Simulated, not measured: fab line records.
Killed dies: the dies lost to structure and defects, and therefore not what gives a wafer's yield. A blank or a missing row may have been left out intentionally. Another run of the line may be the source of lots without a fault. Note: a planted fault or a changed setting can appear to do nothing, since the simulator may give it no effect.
A single fault, viewed from 2 desks / flow n5-finfet / only its own numbers are on each desk; what lay behind them is given at the end

== TOOL OWNER'S DESK, rie-diel-01 ==
The tool's own readings at N5_BEOL_M8_ETCH_65 (etches SiARC in CF4, target depth 15.6 nm, time 26 s): means of the sampled wafers that have a number, for each lot that ran on this tool. The brackets show how far a lot's mean lies from the usual mean; more than 4 standard deviations puts the lot out of limits, marked OUT.
Columns: A = drypump-motor-current-A at N5_BEOL_M8_ETCH_65, usual 5.4 A; B = etch-rf-on-time-s at N5_BEOL_M8_ETCH_65, usual 25.8 s; C = oes-product-au at N5_BEOL_M8_ETCH_65, usual 0.66 a.u.; D = rf-fwd-power-W at N5_BEOL_M8_ETCH_65, usual 532.0 W; E = rf-vpp-V at N5_BEOL_M8_ETCH_65, usual 184.4 V; F = showerhead-plenum-p-Torr at N5_BEOL_M8_ETCH_65, usual 2.17 Torr; G = throttle-valve-pct at N5_BEOL_M8_ETCH_65, usual 15.61 %
lot=L235; first seen here=day 9 20:41; A=5.1; B=25.8; C=0.60; D=531.9; E=184.7; F=2.16; G=15.67
lot=L234; first seen here=day 10 02:16; A=5.5; B=25.8; C=0.63; D=534.2; E=184.1; F=2.16; G=15.61
lot=L247; first seen here=day 13 22:20; A=4.9; B=28.4 (+4.5) OUT; C=0.62; D=490.0 (-21) OUT; E=190.1 (+6.2) OUT; F=2.11; G=15.59
Finding of this desk: L247 out of limits; the first was L247 at day 13 22:20, on etch-rf-on-time-s at N5_BEOL_M8_ETCH_65. L235, L234 stayed within limits.

== THE METROLOGY DESK ==
Lot by lot, what the gauges showed, no matter which tool ran the lot: averages of those sampled wafers that carry a number. The brackets show how far a lot's mean lies from the usual mean; more than 4 standard deviations puts the lot out of limits, marked OUT.
Columns: A = trench-depth-nm at N5_BEOL_M8_OCD_MEAS_38, usual 93.7 nm
lot=L235; first seen here=day 9 21:04; A=92.8
lot=L234; first seen here=day 10 02:38; A=92.9
lot=L236; first seen here=day 10 18:03; A=95.0
lot=L239; first seen here=day 11 06:53; A=93.1
lot=L247; first seen here=day 13 22:43; A=93.6
lot=L248; first seen here=day 14 06:53; A=94.2
lot=L250; first seen here=day 14 09:18; A=94.2
lot=L255; first seen here=day 14 15:42; A=94.3
lot=L254; first seen here=day 15 10:19; A=94.2
lot=L256; first seen here=day 16 03:57; A=94.0
This desk's finding: nothing out of limits on any of the 10 lots.

== ALL TOGETHER ==
The tool owner's desk could have raised an alarm at day 13 22:20, on L247.
Nothing out of limits was seen by the metrology desk.
The metrology desk holds a record of L247, inside its limits.
Every lot named ran N5_BEOL_M8_ETCH_65 on rie-diel-01.

== WHAT THE SIMULATOR PUT IN ==
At N5_BEOL_M8_ETCH_65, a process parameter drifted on rie-diel-01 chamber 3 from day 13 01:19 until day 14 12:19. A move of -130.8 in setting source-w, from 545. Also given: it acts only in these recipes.
Struck lots among those shown: L247.
Hours from the fault's start to each desk's first reading out of limits: the tool owner's desk, 21.
